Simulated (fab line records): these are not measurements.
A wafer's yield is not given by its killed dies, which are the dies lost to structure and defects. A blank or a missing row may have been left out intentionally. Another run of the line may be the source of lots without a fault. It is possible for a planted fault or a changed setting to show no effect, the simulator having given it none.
3 desks, one fault	flow n5-finfet	only its own numbers are on each desk; what lay behind them is given at the end

METROLOGY DESK
Means of the sampled wafers that have a number, per lot and without regard to the tool the lot ran on: this is what the gauges read. If a lot's mean is further than 4 standard deviations from the usual mean, the lot is out of limits and carries the mark OUT (the distance appears in the brackets). It has 13 readings, of which 7 appear: the earliest out of limits, and the ones furthest out on some lot.
Columns: A = M0_CUT1_OVL at N5_BEOL_M0_SAQP_OVL_MEAS_41, usual 0.2 nm; B = cd-nm at N5_BEOL_M0_CUTY_CD_MEAS_57, usual 200.2 nm; C = DIBL_P at N5_BEOL_M4_RC_MEAS_101, usual 36 mV/V; D = IOFF_P at N5_BEOL_M4_RC_MEAS_101, usual 0.20 nA/um; E = ION_P at N5_BEOL_M4_RC_MEAS_101, usual 462 uA/um; F = VT_N at N5_BEOL_M4_RC_MEAS_101, usual 251 mV; G = VT_P at N5_BEOL_M4_RC_MEAS_101, usual -252 mV
lot	first seen here	A	B	C	D	E	F	G
L927	day 5 14:42	0.1	200.3	38	0.23	466	248	-249
L929	day 6 02:56	0.8	200.5	33	0.18	464	252	-251
L931	day 6 17:07	0.5	200.6	35	0.18	460	252	-254
L934	day 7 11:38	0.3	201.0	35	0.19	469	250	-252
L933	day 7 17:26	0.5	200.2	38	0.18	463	252	-254
L935	day 7 22:00	-0.2	200.0	37	0.21	463	250	-250
L937	day 8 08:40	0.6	200.2	35	0.21	472	250	-249
L938	day 8 16:40	0.1	200.3	31	0.13	447	257	-258
L944	day 10 00:25	-0.3	160.8 (-39) OUT	36	0.18	463	254	-251
L950	day 11 12:52	-0.6	202.0	36	0.23	475	248	-247
Finding of this desk: L944 out of limits; the first was L944 at day 10 01:48, on cd-nm at N5_BEOL_M0_CUTY_CD_MEAS_57. In limits: L927, L929, L931, L934, L933, L935, L937, L938, L950.

THE DEFECT DESK
For each lot, the counts of the inspections along the route, averaged over the sampled wafers that have a number. If a lot's mean is further than 4 standard deviations from the usual mean, the lot is out of limits and carries the mark OUT (the distance appears in the brackets).
Columns: A = raw-defect-count at N5_BEOL_M0_SAQP_INSPECT_42, usual 275
lot	first seen here	A
L927	day 5 14:44	252
L929	day 6 02:59	324
L931	day 6 17:10	254
L934	day 7 11:41	327
L933	day 7 17:29	459
L935	day 7 22:04	295
L937	day 8 08:44	320
L938	day 8 16:43	218
L944	day 10 00:28	274
L950	day 11 12:55	382
Result from this desk: across the 10 lots, nothing is out of limits.

THE TOOL OWNER'S DESK: arfi-scanner-02
The tool's own readings at N5_BEOL_M0_CUTY_EXPOSE_54 (exposes mask M0 ABLK): means of the sampled wafers that have a number, for each lot that ran on this tool. If a lot's mean is further than 4 standard deviations from the usual mean, the lot is out of limits and carries the mark OUT (the distance appears in the brackets).
Columns: A = exposure-dose-mJ-cm2 at N5_BEOL_M0_CUTY_EXPOSE_54, usual 35.99
lot	first seen here	A
L933	day 7 18:42	36.07
L938	day 8 18:17	36.00
L944	day 10 01:41	32.39 (-90) OUT
Finding of this desk: L944 out of limits; the first was L944 at day 10 01:41, on exposure-dose-mJ-cm2 at N5_BEOL_M0_CUTY_EXPOSE_54. In limits: L933, L938.

PUT TOGETHER
The tool owner's desk could have raised an alarm at day 10 01:41, on L944.
L944 would have let the metrology desk raise an alarm at day 10 01:48.
Nothing the defect desk looked at was out of limits.
The defect desk has L944 on record, within its limits.
Of the lots named, all ran N5_BEOL_M0_CUTY_EXPOSE_54 on arfi-scanner-02.

WHAT THE SIMULATOR HAD PUT IN
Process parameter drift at N5_BEOL_M0_CUTY_EXPOSE_54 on arfi-scanner-02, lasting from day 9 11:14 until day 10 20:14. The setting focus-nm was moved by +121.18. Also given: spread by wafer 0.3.
Struck lots among those shown: L944.
Counting hours from when the fault started, the first reading out of limits came at 14 for the tool owner's desk and at 15 for the metrology desk.
